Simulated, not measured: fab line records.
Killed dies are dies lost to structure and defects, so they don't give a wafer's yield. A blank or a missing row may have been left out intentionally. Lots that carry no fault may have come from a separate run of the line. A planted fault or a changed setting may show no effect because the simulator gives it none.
Matching of chambers | flow n5-finfet | 4 sister chambers for N5_SDB_STRIP_21 on rie-diel-01
The step strips in CF4. 14 wafers are shown with their chamber, then 7 later ones without.

== WAFERS WITH THEIR CHAMBER ==
wafer  | chamber | showerhead-plenum-p-Torr (Torr) | throttle-valve-pct (%) | oes-product-au (a.u.)
L074.3 | 2       | 1.82                            | 13.65                  | 0.68
L074.4 | 0       | 1.84                            | 13.32                  | 0.91
L074.5 | 1       | 1.83                            | 13.44                  | 0.88
L076.1 | 0       | 1.84                            | 13.34                  | 0.91
L076.2 | 1       | 1.83                            | 13.44                  | 0.87
L076.4 | 2       | 1.81                            | 13.66                  | 0.67
L082.1 | 3       | 1.86                            | 13.82                  | 0.70
L082.2 | 2       | 1.81                            | 13.09                  | 0.97
L082.6 | 1       | 1.82                            | 13.50                  | 0.85
L085.1 | 2       | 1.81                            | 13.11                  | 0.95
L085.4 | 3       | 1.86                            | 13.85                  | 0.69
L085.5 | 1       | 1.82                            | 13.52                  | 0.85
L086.1 | 0       | 1.83                            | 13.39                  | 0.87
L086.4 | 3       | 1.85                            | 13.85                  | 0.70

SIGNATURES (averages over the wafers above)
reading                  | chamber 0 | chamber 1 | chamber 2 | chamber 3 | scatter within a chamber
showerhead-plenum-p-Torr | 1.8367    | 1.8250    | 1.8125    | 1.8567    | 0.00555
throttle-valve-pct       | 13.3500   | 13.4750   | 13.3775   | 13.8400   | 0.178
oes-product-au           | 0.8967    | 0.8625    | 0.8175    | 0.6967    | 0.0913
Rule: for a wafer and a chamber, the distance is found by dividing, reading by reading, the gap between the wafer's reading and the chamber's mean by the reading's scatter, squaring, summing and taking the root. If the next closest chamber is less than 2 further off than the closest, the wafer can't be placed; otherwise it belongs to the closest. The scatter: the root of (the sum of the squares of (reading less its chamber's mean) over the shown wafers, divided by (wafers less chambers)).

== WAFERS MISSING THEIR CHAMBER ==
wafer  | showerhead-plenum-p-Torr (Torr) | throttle-valve-pct (%) | oes-product-au (a.u.)
L086.6 | 1.82                            | 13.53                  | 0.84
L092.1 | 1.82                            | 13.43                  | 0.85
L092.4 | 1.81                            | 13.15                  | 0.91
L092.5 | 1.83                            | 13.43                  | 0.85
L094.2 | 1.82                            | 13.43                  | 0.85
L094.3 | 1.85                            | 13.89                  | 0.68
L094.6 | 1.81                            | 13.15                  | 0.90

== WHICH CHAMBER EACH WENT THROUGH ==
wafer  | from the rows above     | in truth
L086.6 | can't be placed: 1 or 2 | 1
L092.1 | can't be placed: 1 or 2 | 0
L092.4 | can't be placed: 2 or 1 | 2
L092.5 | can't be placed: 1 or 0 | 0
L094.2 | can't be placed: 1 or 2 | 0
L094.3 | 3                       | 3
L094.6 | can't be placed: 2 or 1 | 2
1 of 7 placed correctly. These rows do not allow placing 6 (true chamber among the candidates in 4). Wrongly placed: 0.
